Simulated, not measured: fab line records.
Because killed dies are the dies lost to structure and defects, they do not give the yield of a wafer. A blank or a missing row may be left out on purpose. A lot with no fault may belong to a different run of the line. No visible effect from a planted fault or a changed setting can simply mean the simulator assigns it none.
Chamber matching / flow n5Finfet / rieDiel-03 running N5_BEOL_M3_ETCH_74: 4 sister chambers
The step etches underlayer in N2/H2, target depth 6.5 nm, time 5.2 s. 24 wafers are shown with their chamber, then 12 later ones without.

## WAFERS PAIRED WITH THEIR CHAMBERS
wafer=L074.3; chamber=0; showerheadPlenumPTorr (Torr)=2.36; drypumpMotorCurrentA (A)=5.7; throttleValvePct (%)=18.04
wafer=L074.4; chamber=3; showerheadPlenumPTorr (Torr)=2.45; drypumpMotorCurrentA (A)=5.7; throttleValvePct (%)=18.14
wafer=L074.5; chamber=2; showerheadPlenumPTorr (Torr)=2.65; drypumpMotorCurrentA (A)=5.2; throttleValvePct (%)=18.06
wafer=L077.2; chamber=2; showerheadPlenumPTorr (Torr)=2.65; drypumpMotorCurrentA (A)=5.1; throttleValvePct (%)=18.04
wafer=L077.3; chamber=3; showerheadPlenumPTorr (Torr)=2.44; drypumpMotorCurrentA (A)=5.8; throttleValvePct (%)=18.15
wafer=L077.4; chamber=1; showerheadPlenumPTorr (Torr)=2.54; drypumpMotorCurrentA (A)=5.6; throttleValvePct (%)=17.89
wafer=L078.2; chamber=1; showerheadPlenumPTorr (Torr)=2.54; drypumpMotorCurrentA (A)=5.6; throttleValvePct (%)=17.89
wafer=L078.4; chamber=3; showerheadPlenumPTorr (Torr)=2.44; drypumpMotorCurrentA (A)=5.7; throttleValvePct (%)=18.17
wafer=L078.6; chamber=1; showerheadPlenumPTorr (Torr)=2.54; drypumpMotorCurrentA (A)=5.7; throttleValvePct (%)=17.88
wafer=L080.2; chamber=2; showerheadPlenumPTorr (Torr)=2.64; drypumpMotorCurrentA (A)=5.1; throttleValvePct (%)=18.10
wafer=L080.5; chamber=3; showerheadPlenumPTorr (Torr)=2.44; drypumpMotorCurrentA (A)=5.7; throttleValvePct (%)=18.17
wafer=L080.6; chamber=1; showerheadPlenumPTorr (Torr)=2.54; drypumpMotorCurrentA (A)=5.6; throttleValvePct (%)=17.90
wafer=L082.2; chamber=0; showerheadPlenumPTorr (Torr)=2.35; drypumpMotorCurrentA (A)=5.7; throttleValvePct (%)=18.06
wafer=L082.4; chamber=3; showerheadPlenumPTorr (Torr)=2.43; drypumpMotorCurrentA (A)=5.7; throttleValvePct (%)=18.20
wafer=L082.5; chamber=0; showerheadPlenumPTorr (Torr)=2.35; drypumpMotorCurrentA (A)=5.7; throttleValvePct (%)=18.08
wafer=L083.2; chamber=2; showerheadPlenumPTorr (Torr)=2.64; drypumpMotorCurrentA (A)=5.2; throttleValvePct (%)=18.13
wafer=L083.3; chamber=0; showerheadPlenumPTorr (Torr)=2.35; drypumpMotorCurrentA (A)=5.7; throttleValvePct (%)=18.07
wafer=L083.6; chamber=0; showerheadPlenumPTorr (Torr)=2.35; drypumpMotorCurrentA (A)=5.7; throttleValvePct (%)=18.07
wafer=L084.1; chamber=3; showerheadPlenumPTorr (Torr)=2.43; drypumpMotorCurrentA (A)=5.8; throttleValvePct (%)=18.19
wafer=L084.5; chamber=0; showerheadPlenumPTorr (Torr)=2.35; drypumpMotorCurrentA (A)=5.7; throttleValvePct (%)=18.06
wafer=L084.6; chamber=3; showerheadPlenumPTorr (Torr)=2.43; drypumpMotorCurrentA (A)=5.8; throttleValvePct (%)=18.20
wafer=L088.1; chamber=0; showerheadPlenumPTorr (Torr)=2.35; drypumpMotorCurrentA (A)=5.7; throttleValvePct (%)=18.05
wafer=L088.2; chamber=1; showerheadPlenumPTorr (Torr)=2.53; drypumpMotorCurrentA (A)=5.6; throttleValvePct (%)=17.93
wafer=L088.3; chamber=2; showerheadPlenumPTorr (Torr)=2.64; drypumpMotorCurrentA (A)=5.2; throttleValvePct (%)=18.14

SIGNATURES (averages over the wafers above)
reading=showerheadPlenumPTorr; chamber 0=2.3514; chamber 1=2.5380; chamber 2=2.6440; chamber 3=2.4371; scatter within a chamber=0.00561
reading=drypumpMotorCurrentA; chamber 0=5.700; chamber 1=5.620; chamber 2=5.160; chamber 3=5.743; scatter within a chamber=0.0431
reading=throttleValvePct; chamber 0=18.0614; chamber 1=17.8980; chamber 2=18.0940; chamber 3=18.1743; scatter within a chamber=0.0259
Rule: distance of a wafer from a chamber = root of the sum over the readings of ((wafer's reading minus chamber's mean) / reading's scatter) squared. The wafer belongs to the nearest chamber; if the next one is less than 2 further off, it can't be placed. How the scatter is found: for the shown wafers, subtract from each reading the mean of its chamber, square and add these, divide the total by (wafers less chambers), then take the root.

## WAFERS WITHOUT THEIR CHAMBER
wafer=L091.1; showerheadPlenumPTorr (Torr)=2.63; drypumpMotorCurrentA (A)=5.2; throttleValvePct (%)=18.11
wafer=L091.3; showerheadPlenumPTorr (Torr)=2.43; drypumpMotorCurrentA (A)=5.7; throttleValvePct (%)=18.19
wafer=L091.4; showerheadPlenumPTorr (Torr)=2.35; drypumpMotorCurrentA (A)=5.7; throttleValvePct (%)=18.09
wafer=L094.2; showerheadPlenumPTorr (Torr)=2.34; drypumpMotorCurrentA (A)=5.7; throttleValvePct (%)=18.11
wafer=L094.3; showerheadPlenumPTorr (Torr)=2.52; drypumpMotorCurrentA (A)=5.6; throttleValvePct (%)=17.95
wafer=L094.6; showerheadPlenumPTorr (Torr)=2.52; drypumpMotorCurrentA (A)=5.6; throttleValvePct (%)=17.94
wafer=L096.1; showerheadPlenumPTorr (Torr)=2.43; drypumpMotorCurrentA (A)=5.7; throttleValvePct (%)=18.21
wafer=L096.3; showerheadPlenumPTorr (Torr)=2.52; drypumpMotorCurrentA (A)=5.7; throttleValvePct (%)=17.95
wafer=L096.4; showerheadPlenumPTorr (Torr)=2.63; drypumpMotorCurrentA (A)=5.2; throttleValvePct (%)=18.15
wafer=L097.1; showerheadPlenumPTorr (Torr)=2.52; drypumpMotorCurrentA (A)=5.6; throttleValvePct (%)=17.98
wafer=L097.2; showerheadPlenumPTorr (Torr)=2.42; drypumpMotorCurrentA (A)=5.7; throttleValvePct (%)=18.24
wafer=L097.5; showerheadPlenumPTorr (Torr)=2.42; drypumpMotorCurrentA (A)=5.7; throttleValvePct (%)=18.22

## THE CHAMBER EACH PASSED THROUGH
wafer=L091.1; from the rows above=2; in truth=2
wafer=L091.3; from the rows above=3; in truth=3
wafer=L091.4; from the rows above=0; in truth=0
wafer=L094.2; from the rows above=0; in truth=0
wafer=L094.3; from the rows above=1; in truth=1
wafer=L094.6; from the rows above=1; in truth=1
wafer=L096.1; from the rows above=3; in truth=3
wafer=L096.3; from the rows above=1; in truth=1
wafer=L096.4; from the rows above=2; in truth=2
wafer=L097.1; from the rows above=1; in truth=1
wafer=L097.2; from the rows above=3; in truth=3
wafer=L097.5; from the rows above=3; in truth=3
12 of 12 placed correctly. Number that these rows cannot place: 0. 0 placed wrongly.
